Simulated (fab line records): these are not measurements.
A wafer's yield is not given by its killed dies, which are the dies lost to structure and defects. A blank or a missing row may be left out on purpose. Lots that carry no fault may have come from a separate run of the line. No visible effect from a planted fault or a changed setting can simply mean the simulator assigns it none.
Matching of chambers -- flow nand-harc -- NHARC_P_M2_STRIP_18 on rie-diel-11 has 4 sister chambers
The step strips in N2/H2. 14 wafers are shown with their chamber, then 7 later ones without.

## EACH WAFER AND ITS CHAMBER
wafer,chamber,showerhead-plenum-p-Torr (Torr),oes-product-au (a.u.),throttle-valve-pct (%)
L074.2,0,1.99,1.005,14.177
L074.3,1,2.21,1.004,14.166
L074.4,2,1.94,1.006,14.173
L078.1,3,1.99,1.003,14.172
L078.4,2,1.94,0.994,14.168
L078.5,2,1.94,0.999,14.148
L082.1,0,1.99,0.994,14.165
L082.5,0,1.99,1.001,14.176
L082.6,3,1.99,1.005,14.172
L083.3,1,2.21,1.008,14.176
L083.4,3,1.99,1.008,14.172
L083.6,0,1.99,0.997,14.160
L089.2,1,2.20,1.004,14.165
L089.3,0,1.99,0.995,14.180

SIGNATURES, as means of the wafers listed above
reading,chamber 0,chamber 1,chamber 2,chamber 3,scatter within a chamber
showerhead-plenum-p-Torr,1.9900,2.2067,1.9400,1.9900,0.00258
oes-product-au,0.99840,1.00533,0.99967,1.00533,0.00423
throttle-valve-pct,14.17160,14.16900,14.16300,14.17200,0.00849
Rule: a wafer lies at a distance from a chamber equal to the root of the sum of squares, over the readings, of (its reading less the chamber's mean, divided by the reading's scatter). If the next closest chamber is less than 2 further off than the closest, the wafer can't be placed; otherwise it belongs to the closest. The scatter: take each reading less its chamber's mean, square it, sum over the shown wafers, divide by the number of wafers less the number of chambers, and take the root.

## WAFERS WHOSE CHAMBER IS MISSING
wafer,showerhead-plenum-p-Torr (Torr),oes-product-au (a.u.),throttle-valve-pct (%)
L089.4,1.94,0.998,14.165
L093.1,1.99,1.009,14.165
L093.2,1.99,1.000,14.184
L093.4,2.20,1.006,14.165
L097.2,1.94,1.007,14.161
L097.4,2.20,1.010,14.163
L097.6,1.99,0.991,14.174

## CHAMBER TAKEN BY EACH
wafer,from the rows above,in truth
L089.4,2,2
L093.1,can't be placed: 3 or 0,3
L093.2,can't be placed: 0 or 3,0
L093.4,1,1
L097.2,2,2
L097.4,1,1
L097.6,can't be placed: 0 or 3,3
Correct placement for 4 of the 7. Can't be placed from these rows: 3 (the true chamber is among the candidates in 3). Placed wrongly: 0.
